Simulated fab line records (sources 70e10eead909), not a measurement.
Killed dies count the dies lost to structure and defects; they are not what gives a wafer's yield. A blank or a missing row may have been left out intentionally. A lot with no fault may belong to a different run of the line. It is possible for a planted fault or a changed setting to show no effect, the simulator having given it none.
Which of the tools did it? ; flow nand_harc ; 14 lots with 42 wafers sampled at 4 steps, on a route of 1302 steps

## WHAT EACH GAUGE READ, for each wafer
NHARC_P_STI_CD_MEAS_16. Usual: 199.6 nm for cd_nm, sd 2.2.
lot;measured;on;cd_nm (nm);flag
L927;day 2 20:34;cd_sem-01;198.4 199.9 195.1;
L928;day 3 09:11;cd_sem-02;197.9 196.3 194.2;
L929;day 3 17:04;cd_sem-03;196.2 196.8 199.0;
L932;day 4 23:19;cd_sem-03;199.3 200.3 198.9;
L933;day 5 08:25;cd_sem-02;199.5 199.4 197.8;
L934;day 5 18:13;cd_sem-03;195.1 199.7 198.9;
L935;day 6 04:22;cd_sem-03;198.6 202.1 196.2;
L936;day 6 14:55;cd_sem-02;200.4 202.1 200.1;
L937;day 7 02:04;cd_sem-01;198.6 201.5 202.1;
L939;day 7 22:18;cd_sem-01;202.9 198.9 198.0;
L944;day 9 21:16;cd_sem-02;201.7 201.3 197.8;
L945;day 10 07:34;cd_sem-02;198.5 200.8 203.2;
L949;day 12 00:08;cd_sem-03;204.1 203.2 204.2;
L950;day 12 09:49;cd_sem-02;202.4 196.3 198.9;

NHARC_P_GATE_CD_MEAS_26: target cd 120 nm. Usual: 119.8 nm for cd_nm, sd 0.56.
lot;measured;on;cd_nm (nm);flag
L927;day 5 00:43;cd_sem-02;120.4 120.3 119.8;
L928;day 5 13:38;cd_sem-02;120.0 120.1 120.8;
L929;day 5 21:54;cd_sem-03;118.8 119.8 120.1;
L932;day 6 23:18;cd_sem-01;119.4 120.6 119.5;
L933;day 7 16:31;cd_sem-03;120.3 120.0 120.5;
L934;day 7 22:21;cd_sem-02;119.2 120.0 120.1;
L935;day 8 11:22;cd_sem-01;120.4 119.9 119.7;
L936;day 8 21:08;cd_sem-01;120.3 118.9 119.7;
L937;day 9 07:51;cd_sem-02;119.9 119.1 119.6;
L939;day 10 02:29;cd_sem-02;138.2 138.3 139.2;OFF
L944;day 12 07:13;cd_sem-01;138.2 137.5 138.5;OFF
L945;day 12 07:50;cd_sem-01;119.2 120.3 119.5;
L949;day 14 04:11;cd_sem-03;119.3 118.6 119.7;
L950;day 14 16:40;cd_sem-03;119.3 120.0 120.6;

## WHAT TOOL EACH LOT RAN ON (gives the tool, then ch and the chambers of the sampled wafers, and finally the start)
lot;NHARC_P_GATE_DESCUM_13;NHARC_P_GATE_EXPOSE_23
L927;rie_diel-09 ch 1,2,3, day 4 10:31;arfi_scanner-01 ch 0, day 5 00:34
L928;rie_diel-09 ch 2,3, day 4 21:56;arfi_scanner-03 ch 0, day 5 13:29
L929;rie_diel-01 ch 2,3, day 5 05:49;arfi_scanner-02 ch 0, day 5 21:46
L932;rie_diel-01 ch 2,3, day 6 09:39;arfi_scanner-01 ch 0, day 6 23:10
L933;rie_diel-01 ch 0,2, day 6 21:50;arfi_scanner-01 ch 0, day 7 16:23
L934;rie_diel-01 ch 0,2,3, day 7 06:40;arfi_scanner-03 ch 0, day 7 22:13
L935;rie_diel-10 ch 0,2,3, day 7 21:13;arfi_scanner-01 ch 0, day 8 11:14
L936;rie_diel-10 ch 0,1,2, day 8 04:48;arfi_scanner-01 ch 0, day 8 21:01
L937;rie_diel-10 ch 0,2, day 8 12:58;arfi_scanner-01 ch 0, day 9 07:43
L939;rie_diel-09 ch 0,1,3, day 9 12:19;arfi_scanner-01 ch 0, day 10 02:22
L944;rie_diel-09 ch 0,1,3, day 11 08:39;arfi_scanner-01 ch 0, day 12 07:04
L945;rie_diel-10 ch 1,3, day 11 17:48;arfi_scanner-03 ch 0, day 12 07:41
L949;rie_diel-01 ch 0,1,2, day 13 13:53;arfi_scanner-03 ch 0, day 14 04:03
L950;rie_diel-01 ch 2,3, day 13 22:07;arfi_scanner-02 ch 0, day 14 16:32
- NHARC_P_GATE_DESCUM_13: chemistry O2, time 3 s.
- NHARC_P_GATE_EXPOSE_23: exposes mask P GATE, target cd 120 nm.

## AS READ BY THE TOOLS THEMSELVES (means over the sampled wafers that have a number; for cases with no such wafer, the mark the record gives instead)
NHARC_P_GATE_DESCUM_13. Usual: chamber_pressure_mTorr 59.99 mTorr, standard deviation 0.053; drypump_motor_current_A 5.8 A, standard deviation 0.39; oes_product_au 0.999 a.u., standard deviation 0.012; rf_vpp_V 57.8 V, standard deviation 0.84; showerhead_plenum_p_Torr 1.92 Torr, standard deviation 0.084; throttle_valve_pct 11.310 %, standard deviation 0.0089.
lot;tool;chamber_pressure_mTorr (mTorr);drypump_motor_current_A (A);oes_product_au (a.u.);rf_vpp_V (V);showerhead_plenum_p_Torr (Torr);throttle_valve_pct (%);flag
L927;rie_diel-09;59.97;6.0;1.003;57.8;1.88;11.312;
L928;rie_diel-09;59.96;6.1;1.003;57.3;1.85;11.314;
L929;rie_diel-01;59.99;6.1;1.001;58.4;2.00;11.307;
L932;rie_diel-01;60.02;6.2;0.996;57.8;1.98;11.300;
L933;rie_diel-01;60.03;5.7;0.991;58.2;1.96;11.308;
L934;rie_diel-01;60.04;5.8;1.005;57.5;1.95;11.298;
L935;rie_diel-10;60.08;5.7;1.012;58.2;1.91;11.308;
L936;rie_diel-10;60.00;5.6;1.009;58.7;1.98;11.317;
L937;rie_diel-10;60.02;5.6;1.000;58.7;1.94;11.302;
L939;rie_diel-09;60.02;5.7;0.998;57.9;1.96;11.308;
L944;rie_diel-09;59.99;5.7;0.987;58.2;1.96;11.305;
L945;rie_diel-10;60.04;5.6;1.005;56.6;1.88;11.314;
L949;rie_diel-01;59.93;5.5;1.002;57.5;1.91;11.310;
L950;rie_diel-01;59.98;6.1;0.995;58.3;2.00;11.311;

NHARC_P_GATE_EXPOSE_23. Usual: 93.92 for exposure_dose_mJ_cm2, sd 0.094.
lot;tool;exposure_dose_mJ_cm2;flag
L927;arfi_scanner-01;93.98;
L928;arfi_scanner-03;93.90;
L929;arfi_scanner-02;93.94;
L932;arfi_scanner-01;93.89;
L933;arfi_scanner-01;93.87;
L934;arfi_scanner-03;93.90;
L935;arfi_scanner-01;94.00;
L936;arfi_scanner-01;93.87;
L937;arfi_scanner-01;93.95;
L939;arfi_scanner-01;69.26;OFF
L944;arfi_scanner-01;69.07;OFF
L945;arfi_scanner-03;93.79;
L949;arfi_scanner-03;93.96;
L950;arfi_scanner-02;93.97;

## THE ANSWER, worked out from the rows above alone
Rule: lot off if the mean of its wafers having a number is beyond 3 standard deviations from the usual mean. A lot without any number at a reading at which 4 lots or more have one is off too. All remaining lots with rows at the step are treated as sound. The gauges are gone through in route order, then the tools' own readings, and for those a lot's mean is taken as printed above. At the first step where some lot is off, the reading lying furthest off is the one used; lots without a number count as furthest.
Off: L939, L944 (NHARC_P_GATE_CD_MEAS_26, cd_nm).
A tool fits if, at a process step before that reading, it ran every lot that is off, and no sound lot after the first of them. The gauges at NHARC_P_GATE_CD_MEAS_26 aren't tried: what is off there is off at NHARC_P_GATE_EXPOSE_23 too, on other tools, and a gauge's error can't cause that. 2 tools fit, rie_diel-09 at NHARC_P_GATE_DESCUM_13 and arfi_scanner-01 at NHARC_P_GATE_EXPOSE_23, so this cannot tell which one it is.

## WHAT THE SIMULATOR PUT IN
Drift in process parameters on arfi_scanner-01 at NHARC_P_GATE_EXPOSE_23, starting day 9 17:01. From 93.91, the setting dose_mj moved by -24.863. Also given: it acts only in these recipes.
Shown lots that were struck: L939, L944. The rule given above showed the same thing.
